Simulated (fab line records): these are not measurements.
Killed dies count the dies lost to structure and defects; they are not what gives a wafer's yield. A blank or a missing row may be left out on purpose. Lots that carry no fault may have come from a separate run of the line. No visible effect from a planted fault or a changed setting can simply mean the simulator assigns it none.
Lot-split experiment -- flow n5-finfet -- 7 lots, 21 wafers read, on a route of 1938 steps

== SPLIT DETAILS ==
At N5_BEOL_M3_COAT_76 (time 60 s, resist thk 5 nm), the setting spin-rpm was moved away from the recipe's 1500 rpm on 9 of the 21 wafers read, by -10.1% to +10.6%. For the rest of the wafers, this setting stayed at what the recipe calls for.

== FROM THE SPLIT TO THE READING: what the file shows between them, 4 steps ==
- N5_BEOL_M3_COAT_22: resist thk 30 nm (also split here: spin-rpm)
- N5_BEOL_M3_EBR_24
- N5_BEOL_M3_SOFTBAKE_23: time 60 s
- N5_BEOL_M3_DESCUM_33: chemistry O2, time 7 s

== THE READING ==
etch.depth-nm (the simulator's own value, which no gauge read), in nm, at N5_BEOL_M3_ETCH_77 (etches underlayer in N2/H2, target depth 6.5 nm, time 5.2 s). The file gives no usual value for it. The 12 wafers here that ran the recipe average 5.006 nm, standard deviation 0.012 nm.

wafer,"tool, chamber at the split","spin-rpm as run, rpm",against the recipe,"etch.depth-nm, nm",against lot-mates on the recipe
L074.1,"litho-track-05, 0",1500,recipe,4.988,-
L074.4,"litho-track-05, 0",1500,recipe,5.008,-
L074.5,"litho-track-05, 0",1500,recipe,4.995,-
L077.2,"litho-track-05, 0",1500,recipe,5.007,-
L077.3,"litho-track-05, 0",1500,recipe,4.999,-
L077.4,"litho-track-05, 0",1500,recipe,5.002,-
L084.1,"litho-track-05, 0",1617,+7.8%,4.827,no lot-mate on the recipe
L084.2,"litho-track-05, 0",1617,+7.8%,4.833,no lot-mate on the recipe
L084.5,"litho-track-05, 0",1617,+7.8%,4.836,no lot-mate on the recipe
L085.1,"litho-track-02, 0",1371,-8.6%,5.234,+0.224
L085.2,"litho-track-02, 0",1500,recipe,5.016,-
L085.4,"litho-track-02, 0",1500,recipe,5.003,-
L086.1,"litho-track-02, 0",1349,-10.1%,5.287,+0.277
L086.3,"litho-track-02, 0",1500,recipe,5.002,-
L086.6,"litho-track-02, 0",1500,recipe,5.017,-
L087.1,"litho-track-01, 0",1448,-3.5%,5.079,+0.084
L087.2,"litho-track-01, 0",1500,recipe,4.995,-
L087.5,"litho-track-01, 0",1448,-3.5%,5.085,+0.090
L093.3,"litho-track-01, 0",1659,+10.6%,4.769,-0.265
L093.4,"litho-track-01, 0",1500,recipe,5.034,-
L093.6,"litho-track-01, 0",1659,+10.6%,4.786,-0.248

FIT RESULTS
A straight line over all 21 wafers: etch.depth-nm changes by -0.0237 nm for each +1% of spin-rpm; r = -0.99; the points scatter about the line by 0.016 nm.
The same after taking each lot's own level away (the mean of its wafers on the recipe; 18 wafers): -0.0254 nm for each +1%; r = -1.00; scatter 0.009 nm.
On that fit, the largest move of spin-rpm shifts the reading by 0.27 nm.
The span of the lots' own levels, 4.9950 to 5.0340 nm, comes to 3.3 times the standard deviation stated above.
So the lot-to-lot level changes the slope little: the two slopes agree.
Check: -0.266 nm against its lot-mates is what the line predicts for one of the wafers moved furthest among these (+10.6%) when that wafer is left out of the fit. Against them it came out at -0.265 nm.

== ADDITIONAL SPLITS CARRIED BY THESE WAFERS ==
Note: prior to the reading, these wafers also went through further splits. Each is held against what the fit with the lots' levels taken away leaves over:
other split on the same wafers,wafers away from the commonest value,r with etch.depth-nm (lot level and that fit taken away)
N5_BEOL_M3_EXPOSE_08 dose-mj,8,+0.09
N5_BEOL_M3_COAT_22 spin-rpm,6,+0.24

== THE FILE'S OWN FIT ==
etch.depth-nm changes by -0.0259 nm for each +1% of spin-rpm, r = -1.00.
